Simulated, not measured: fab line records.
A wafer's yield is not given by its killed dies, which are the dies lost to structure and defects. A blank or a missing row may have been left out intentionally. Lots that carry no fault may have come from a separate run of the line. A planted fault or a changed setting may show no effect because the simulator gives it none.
Split-lot study / flow n5 finfet / 39 wafers read across 7 lots, on a route 1938 steps long

## ON THE SPLIT
At N5_BEOL_M11_PECVD_70 (deposits SiO2 from TEOS/O2, target thk 20 nm, time 22.7 s), the setting time s was moved away from the recipe's 22.7 s on 18 of the 39 wafers read, by -54.1% to +30.1%. All remaining wafers had this setting at the recipe value.

## FROM THE SPLIT TO THE READING: what the file shows between them, 4 steps
- N5_BEOL_M11_HM_DEP_02: deposits TiN, target thk 20 nm
- N5_BEOL_M11_COAT_59: time 60 s, resist thk 100 nm
- N5_BEOL_M11_ECD_50: material Cu, target thk 318 nm
- N5_BEOL_M11_ANNEAL_51: time 90 s

## THE READING
barrier field endpoint s, in s, at N5_BEOL_M11_CMP_52 (polishes, stops on SiCOH lowk, t overpolish 7 s, target thk 140 nm). A value of 28.6 s with a standard deviation of 0.75 s is what fault-free wafers of this fab line usually give.

wafer=L075.1; tool, chamber at the split=pecvd-03, 1; time s as run, s=16.34; against the recipe=-28.0%; barrier field endpoint s, s=21.7; against lot-mates on the recipe=-7.4
wafer=L075.4; tool, chamber at the split=pecvd-03, 0; time s as run, s=16.34; against the recipe=-28.0%; barrier field endpoint s, s=22.7; against lot-mates on the recipe=-6.4
wafer=L075.3; tool, chamber at the split=pecvd-03, 2; time s as run, s=22.7; against the recipe=recipe; barrier field endpoint s, s=28.9; against lot-mates on the recipe=-
wafer=L075.2; tool, chamber at the split=pecvd-03, 0; time s as run, s=22.7; against the recipe=recipe; barrier field endpoint s, s=28.8; against lot-mates on the recipe=-
wafer=L075.5; tool, chamber at the split=pecvd-03, 2; time s as run, s=16.34; against the recipe=-28.0%; barrier field endpoint s, s=22.1; against lot-mates on the recipe=-7.0
wafer=L075.6; tool, chamber at the split=pecvd-03, 1; time s as run, s=22.7; against the recipe=recipe; barrier field endpoint s, s=29.5; against lot-mates on the recipe=-
wafer=L077.4; tool, chamber at the split=pecvd-03, 0; time s as run, s=29.3; against the recipe=+29.1%; barrier field endpoint s, s=37.5; against lot-mates on the recipe=+8.1
wafer=L077.1; tool, chamber at the split=pecvd-03, 2,1; time s as run, s=22.7; against the recipe=recipe; barrier field endpoint s, s=29.1; against lot-mates on the recipe=-
wafer=L077.3; tool, chamber at the split=pecvd-03, 0; time s as run, s=22.7; against the recipe=recipe; barrier field endpoint s, s=29.4; against lot-mates on the recipe=-
wafer=L077.2; tool, chamber at the split=pecvd-03, 2,1; time s as run, s=22.7; against the recipe=recipe; barrier field endpoint s, s=29.7; against lot-mates on the recipe=-
wafer=L077.6; tool, chamber at the split=pecvd-03, 1,2; time s as run, s=29.3; against the recipe=+29.1%; barrier field endpoint s, s=37.5; against lot-mates on the recipe=+8.1
wafer=L077.5; tool, chamber at the split=pecvd-03, 1,2; time s as run, s=29.3; against the recipe=+29.1%; barrier field endpoint s, s=36.5; against lot-mates on the recipe=+7.1
wafer=L076.3; tool, chamber at the split=pecvd-01, 0; time s as run, s=22.7; against the recipe=recipe; barrier field endpoint s, s=29.1; against lot-mates on the recipe=-
wafer=L076.4; tool, chamber at the split=pecvd-01, 2; time s as run, s=29.53; against the recipe=+30.1%; barrier field endpoint s, s=37.1; against lot-mates on the recipe=+8.0
wafer=L076.2; tool, chamber at the split=pecvd-01, 1; time s as run, s=29.53; against the recipe=+30.1%; barrier field endpoint s, s=36.2; against lot-mates on the recipe=+7.1
wafer=L076.1; tool, chamber at the split=pecvd-01, 2,0; time s as run, s=22.7; against the recipe=recipe; barrier field endpoint s, s=29.2; against lot-mates on the recipe=-
wafer=L076.6; tool, chamber at the split=pecvd-01, 1; time s as run, s=29.53; against the recipe=+30.1%; barrier field endpoint s, s=36.4; against lot-mates on the recipe=+7.3
wafer=L076.5; tool, chamber at the split=pecvd-01, 2,0; time s as run, s=22.7; against the recipe=recipe; barrier field endpoint s, s=29.0; against lot-mates on the recipe=-
wafer=L086.4; tool, chamber at the split=pecvd-02, 1; time s as run, s=22.7; against the recipe=recipe; barrier field endpoint s, s=30.2; against lot-mates on the recipe=-
wafer=L086.1; tool, chamber at the split=pecvd-02, 0,2; time s as run, s=19.23; against the recipe=-15.3%; barrier field endpoint s, s=24.7; against lot-mates on the recipe=-4.2
wafer=L086.2; tool, chamber at the split=pecvd-02, 0,2; time s as run, s=19.23; against the recipe=-15.3%; barrier field endpoint s, s=25.4; against lot-mates on the recipe=-3.5
wafer=L086.3; tool, chamber at the split=pecvd-02, 1; time s as run, s=22.7; against the recipe=recipe; barrier field endpoint s, s=28.3; against lot-mates on the recipe=-
wafer=L086.5; tool, chamber at the split=pecvd-02, 0; time s as run, s=19.23; against the recipe=-15.3%; barrier field endpoint s, s=26.1; against lot-mates on the recipe=-2.8
wafer=L086.6; tool, chamber at the split=pecvd-02, 2; time s as run, s=22.7; against the recipe=recipe; barrier field endpoint s, s=28.3; against lot-mates on the recipe=-
wafer=L089.4; tool, chamber at the split=pecvd-02, 1,2; time s as run, s=10.42; against the recipe=-54.1%; barrier field endpoint s, s=15.4; against lot-mates on the recipe=-12.3
wafer=L089.3; tool, chamber at the split=pecvd-02, 1; time s as run, s=10.42; against the recipe=-54.1%; barrier field endpoint s, s=14.9; against lot-mates on the recipe=-12.8
wafer=L089.1; tool, chamber at the split=pecvd-02, 2; time s as run, s=22.7; against the recipe=recipe; barrier field endpoint s, s=28.3; against lot-mates on the recipe=-
wafer=L089.2; tool, chamber at the split=pecvd-02, 0; time s as run, s=22.7; against the recipe=recipe; barrier field endpoint s, s=27.5; against lot-mates on the recipe=-
wafer=L089.5; tool, chamber at the split=pecvd-02, 1,2; time s as run, s=10.42; against the recipe=-54.1%; barrier field endpoint s, s=15.3; against lot-mates on the recipe=-12.4
wafer=L089.6; tool, chamber at the split=pecvd-02, 0; time s as run, s=22.7; against the recipe=recipe; barrier field endpoint s, s=27.4; against lot-mates on the recipe=-
wafer=L092.1; tool, chamber at the split=pecvd-01, 1; time s as run, s=28.77; against the recipe=+26.7%; barrier field endpoint s, s=33.9; against lot-mates on the recipe=+5.1
wafer=L092.2; tool, chamber at the split=pecvd-01, 0; time s as run, s=22.7; against the recipe=recipe; barrier field endpoint s, s=29.0; against lot-mates on the recipe=-
wafer=L092.4; tool, chamber at the split=pecvd-01, 1; time s as run, s=28.77; against the recipe=+26.7%; barrier field endpoint s, s=35.1; against lot-mates on the recipe=+6.3
wafer=L092.3; tool, chamber at the split=pecvd-01, 2; time s as run, s=28.77; against the recipe=+26.7%; barrier field endpoint s, s=34.9; against lot-mates on the recipe=+6.1
wafer=L092.5; tool, chamber at the split=pecvd-01, 0,2; time s as run, s=22.7; against the recipe=recipe; barrier field endpoint s, s=28.5; against lot-mates on the recipe=-
wafer=L092.6; tool, chamber at the split=pecvd-01, 0,2; time s as run, s=22.7; against the recipe=recipe; barrier field endpoint s, s=29.0; against lot-mates on the recipe=-
wafer=L093.4; tool, chamber at the split=pecvd-01, 1,2; time s as run, s=22.7; against the recipe=recipe; barrier field endpoint s, s=28.5; against lot-mates on the recipe=-
wafer=L093.1; tool, chamber at the split=pecvd-01, 1; time s as run, s=22.7; against the recipe=recipe; barrier field endpoint s, s=27.7; against lot-mates on the recipe=-
wafer=L093.5; tool, chamber at the split=pecvd-01, 1,2; time s as run, s=22.7; against the recipe=recipe; barrier field endpoint s, s=28.0; against lot-mates on the recipe=-
Where a row lists several chambers, the file gives one row for several wafers and doesn't say which wafer went through which chamber.

FIT RESULTS
A straight line over all 39 wafers: barrier field endpoint s changes by +0.251 s for each +1% of time s; r = +0.99; the points scatter about the line by 0.75 s.
The same after taking each lot's own level away (the mean of its wafers on the recipe; 39 wafers): +0.239 s for each +1%; r = +0.99; scatter 0.55 s.
Per that fit: largest time s move, reading shift of 13 s.
Across the lots, their own levels run from 27.73 to 29.40 s, a range of 2.2 times the standard deviation given above.
Consequently the slope shifts little with the lot-to-lot level, the two slopes agreeing.
Check: with one of the wafers moved furthest among these (-54.1%) left out of the fit, the line predicts -13 s for it against its lot-mates. Against them it came out at -12.3 s.

## THE WHOLE CHAIN: every reading that the file lists as answering this split, in the file's order
step=N5_BEOL_M11_PECVD_70; what it does=deposits SiO2 from TEOS/O2, target thk 20 nm, time 22.7 s; reading=SiO2_of_BEOL_M11_PECVD_70.thk nm (the simulator's own value, which no gauge read); change (the file's fit)=+0.198 nm for each +1% of the setting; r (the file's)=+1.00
step=N5_BEOL_M11_CMP_52; what it does=polishes, stops on SiCOH lowk, t overpolish 7 s, target thk 140 nm; reading=barrier field endpoint s; change (the file's fit)=+0.239 s for each +1% of the setting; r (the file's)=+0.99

## THE FILE'S OWN FIT
barrier field endpoint s changes by +0.239 s for each +1% of time s, r = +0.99.
